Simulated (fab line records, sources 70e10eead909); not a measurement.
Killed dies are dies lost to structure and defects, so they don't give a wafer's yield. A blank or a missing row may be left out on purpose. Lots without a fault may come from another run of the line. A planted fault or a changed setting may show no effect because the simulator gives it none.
A struck lot beside a sound one | flow nand_harc | 14 steps out of a route of 1159
Sound: wafers L110.3, L110.5, L110.6. Struck: wafers L121.3, L121.4, L121.6. The cause comes at the end.
At each step with rows: each side's tool, then ch and its chambers, then its first start. Under that, the readings that differ: sound wafers | struck wafers | difference of the means | sigmas: that difference in standard deviations of wafers without a fault.
alike: readings whose means differ by less than 2 such deviations, and words and numbers that are the same on both sides. not compared: withheld readings, readings that some wafer has no value for, bounds like >300 that may hide the same value, and numbers for which the record gives no deviation and whose values overlap.
The two part at a step that has a row with sigmas, a row that says differs or no value, or rows on one side only. Numbers that don't overlap but have no deviation are shown without sigmas and don't part them. A reading that every wafer of one side lacks parts them only if that side has two wafers or more.

NHARC_P_CONTACT_PVD_32: deposits Ti, target thk 5 nm, time 17.7 s.
  sound on pvd_sputter-01; struck on pvd_sputter-03
  alike: throttle_valve_pct
NHARC_P_CONTACT_ALD_22: deposits TiN, target thk 3 nm, pulse time 1 s, ald cycles 150.
  sound on ald_metal-01 ch 1,2, day 7 10:34; struck on ald_metal-02 ch 2,3, day 9 23:11
  alike: heater_power_w, precursor_pulse_height_rel
  not compared: since_wet_clean_h
NHARC_P_CONTACT_CVD_23: deposits W, target thk 200 nm, time 557 s.
  sound on cvd_w-01 ch 0,1; struck on cvd_w-02 ch 0,1
  alike: heater_power_w, throttle_valve_pct
  not compared: since_wet_clean_h
NHARC_P_CONTACT_CMP_24: polishes, t overpolish 30 s, target thk 200 nm.
  sound on cmp-03 ch 0,1,3, day 7 11:34; struck on cmp-04 ch 1,2,3, day 10 02:28
  reading                | sound    | struck   | difference | sigmas
  time_to_endpoint_s (s) | 42 40 42 | 33 36 32 | -8         | -2
  alike: motor_current_A, overpolish_run_s, retaining_ring_pressure_frac
then, 1 step without rows for these wafers: NHARC_P_CONTACT_SRD_26.
NHARC_P_CONTACT_INSPECT_27:
  sound on defect_inspect-02, day 7 11:54; struck on defect_inspect-01, day 10 02:50
  alike: raw_defect_count
then, 5 steps without rows for these wafers: NHARC_P_M0_DEP_00 (deposits SiOC, target thk 150 nm); NHARC_P_M0_DEHYDRATE_01 (time 120 s); NHARC_P_M0_HMDS_02 (time 30 s); NHARC_P_M0_COAT_33 (time 65 s); NHARC_P_M0_COAT_03 (resist thk 90 nm).
NHARC_P_M0_SOFTBAKE_04: time 55 s.
  sound on litho_track-01 ch 0, day 7 12:00; struck on litho_track-01 ch 0, day 10 03:00
  reading                  | sound                | struck               | difference | sigmas
  heater_power_total_W (W) | 188.30 188.31 188.74 | 181.91 181.74 182.08 | -6.54      | -47
then, 1 step without rows for these wafers: NHARC_P_M0_EBR_05.
-- the record jumps here: 15 days lie between the struck wafers' starts before and after (it left off in module P_M0 and takes up again in module END, whose first step shown is number 1159 of the route) --
NHARC_END_SORT_01:
  the record has rows for the struck wafers here (prober-02 ch 0, day 25 13:34) and none for the sound ones

WHERE THEY PART
First at NHARC_P_CONTACT_CMP_24; last, within this record, at NHARC_END_SORT_01.

WHY: what the simulator had put in
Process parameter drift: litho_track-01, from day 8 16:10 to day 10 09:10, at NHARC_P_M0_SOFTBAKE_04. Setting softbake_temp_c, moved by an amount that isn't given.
